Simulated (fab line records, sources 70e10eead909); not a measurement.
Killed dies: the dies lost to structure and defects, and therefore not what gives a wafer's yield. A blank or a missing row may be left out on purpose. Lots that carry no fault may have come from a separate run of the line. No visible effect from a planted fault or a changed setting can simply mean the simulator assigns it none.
2 desks, one fault | flow nand_harc | each desk holds nothing but its own numbers, with what lay behind them at the end

## AT THE METROLOGY DESK
Means of the sampled wafers that have a number, per lot and without regard to the tool the lot ran on: this is what the gauges read. If a lot's mean is further than 4 standard deviations from the usual mean, the lot is out of limits and carries the mark OUT (the distance appears in the brackets).
Columns: A = cd_nm at NHARC_A_ZERO_WELL_CD_MEAS_10, usual 1998.9 nm; B = thk_nm at NHARC_A_SOURCE_PLATE_THK_MEAS_06, usual 200.1 nm; C = thk_nm at NHARC_A_ONON_D1_THK_MEAS_02, usual 1001 nm
lot  | first seen here | A      | B     | C
L215 | day 6 18:55     | 2001.2 | 201.2 | 1007
L216 | day 7 09:23     | 1999.3 | 201.3 | 997
L218 | day 7 22:42     | 1997.9 | 202.2 | 998
L219 | day 8 13:08     | 1999.5 | 201.3 | 996
L221 | day 9 06:05     | 1999.6 | 202.4 | 1006
L222 | day 9 13:52     | 1998.4 | 202.8 | 1164 (+24) OUT
L223 | day 10 04:09    | 1998.1 | 202.0 | 1154 (+22) OUT
L230 | day 12 22:38    | 1998.8 | 199.9 | 993
L232 | day 13 16:36    | 1999.0 | 196.9 | 992
L234 | day 14 16:07    | 1999.5 | 200.6 | 998
L235 | day 14 23:04    | 1998.2 | 199.9 | 1011
L236 | day 15 11:40    | 2000.3 | 199.0 | 1002
L237 | day 15 21:16    | 1999.3 | 201.8 | 986
L238 | day 16 04:35    | 2001.2 | 200.3 | 1010
This desk's verdict: out of limits on L222, L223, starting with L222 at day 10 11:56 (thk_nm at NHARC_A_ONON_D1_THK_MEAS_02). L215, L216, L218, L219, L221, L230, L232, L234, L235, L236, L237, L238 stayed within limits.

## FOR THE TOOL OWNER'S DESK: pecvd_onon-02
The tool's own readings at NHARC_A_ONON_D1_DEP_00 (target thk 1000 nm): means of the sampled wafers that have a number, for each lot that ran on this tool. If a lot's mean is further than 4 standard deviations from the usual mean, the lot is out of limits and carries the mark OUT (the distance appears in the brackets).
Columns: A = nh3_flow_sccm at NHARC_A_ONON_D1_DEP_00, usual 500.4 sccm; B = susceptor_temp_C at NHARC_A_ONON_D1_DEP_00, usual 400.03 C
lot  | first seen here | A     | B
L215 | day 7 15:49     | 501.0 | 400.19
L221 | day 10 03:08    | 498.6 | 400.11
L222 | day 10 11:25    | 499.6 | 399.97
L223 | day 11 02:11    | 500.7 | 400.09
L230 | day 13 21:26    | 499.3 | 400.24
L232 | day 14 11:49    | 499.5 | 400.36
L234 | day 15 12:57    | 500.7 | 399.65
L235 | day 15 22:16    | 500.7 | 400.25
L237 | day 16 20:04    | 502.1 | 400.01
L238 | day 17 03:19    | 500.0 | 400.18
Finding of this desk: none of the 10 lots has anything out of limits.

## TAKEN TOGETHER
The metrology desk could have raised an alarm at day 10 11:56, on L222, L223.
The desk of the tool owner found nothing out of limits.
The tool owner's desk has L222, L223 on record, within its limits.
On pecvd_onon-02, each named lot ran NHARC_A_ONON_D1_DEP_00.

## WHAT WAS PUT IN BY THE SIMULATOR
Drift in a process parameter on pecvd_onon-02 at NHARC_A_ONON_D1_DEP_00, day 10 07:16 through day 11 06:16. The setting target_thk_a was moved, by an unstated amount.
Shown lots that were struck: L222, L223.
Delay in hours, fault start to first out-of-limits reading, per desk: metrology desk 5.
